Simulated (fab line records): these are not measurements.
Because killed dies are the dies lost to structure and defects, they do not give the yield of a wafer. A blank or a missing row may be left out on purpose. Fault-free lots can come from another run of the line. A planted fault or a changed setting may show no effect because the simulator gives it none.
Which of the tools did it? -- flow nand-harc -- 18 wafers from 6 lots sampled at 5 of the route's 1159 steps

WHAT EACH GAUGE READ, for each wafer
NHARC_END_SORT_01.
lot,measured,on,killed-dies
L299,day 21 09:03,prober-01,28 35 41
L307,day 23 10:20,prober-02,31 33 34

WHAT TOOL EACH LOT RAN ON (gives the tool, then ch and the chambers of the sampled wafers, and finally the start)
lot,NHARC_P_GATE_HM_DEP_102,NHARC_P_GATE_DESCUM_31,NHARC_P_GATE_HM_OPEN_105,NHARC_P_GATE_PEB_44
L292,"acl-dep-03 ch 0, day 5 07:34","rie-diel-01 ch 1,3, day 5 08:54","rie-diel-01 ch 1,3, day 5 20:45 or earlier","litho-track-02 ch 0, day 5 20:45"
L298,"acl-dep-02 ch 0, day 6 09:15","rie-diel-11 ch 1,2, day 6 10:41","rie-diel-11 ch 0,1, day 6 22:23 or earlier","litho-track-07 ch 0, day 6 22:23"
L299,"acl-dep-03 ch 0, day 6 20:50","rie-diel-12 ch 0,1,3, day 6 22:16","rie-diel-12 ch 0,2,3, day 7 10:43 or earlier","litho-track-02 ch 0, day 7 10:43"
L307,"acl-dep-03 ch 0, day 8 15:45","rie-diel-11 ch 0,2,3, day 8 17:25","rie-diel-11 ch 1,2,3, day 9 08:02 or earlier","litho-track-02 ch 0, day 9 08:02"
L313,"acl-dep-01 ch 0, day 9 23:13","rie-diel-01 ch 0,2,3, day 10 00:54","rie-diel-01 ch 1,2,3, day 10 12:47 or earlier","litho-track-03 ch 0, day 10 12:47"
L314,"acl-dep-01 ch 0, day 10 15:28","rie-diel-11 ch 0,1, day 10 17:02","rie-diel-11 ch 0,2, day 11 04:59 or earlier","litho-track-03 ch 0, day 11 04:59"
- NHARC_P_GATE_HM_DEP_102: deposits aC, target thk 120 nm.
- NHARC_P_GATE_DESCUM_31: chemistry O2, time 3 s.
- NHARC_P_GATE_HM_OPEN_105: chemistry O2/COS, target depth 360 nm.
- NHARC_P_GATE_PEB_44: peb time 85 s.

THE ANSWER, worked out from the rows above alone
Rule: the usual values come from the lots themselves. Put in order of their means at a reading, lots are off if they are a third of the lots or fewer, leave a main group of 4 or more, and stand apart from it by a gap of 3 or more times the standard deviation of the main group's means; of several such gaps the widest counts. Not used: any main group whose means are identical at the precision the tables above print for the reading. A lot without any number at a reading at which 4 lots or more have one is off too. All remaining lots with rows at the step are treated as sound.
No lot is off on any of the readings shown, so nothing can be concluded from this.

WHAT HAD BEEN PUT IN BY THE SIMULATOR
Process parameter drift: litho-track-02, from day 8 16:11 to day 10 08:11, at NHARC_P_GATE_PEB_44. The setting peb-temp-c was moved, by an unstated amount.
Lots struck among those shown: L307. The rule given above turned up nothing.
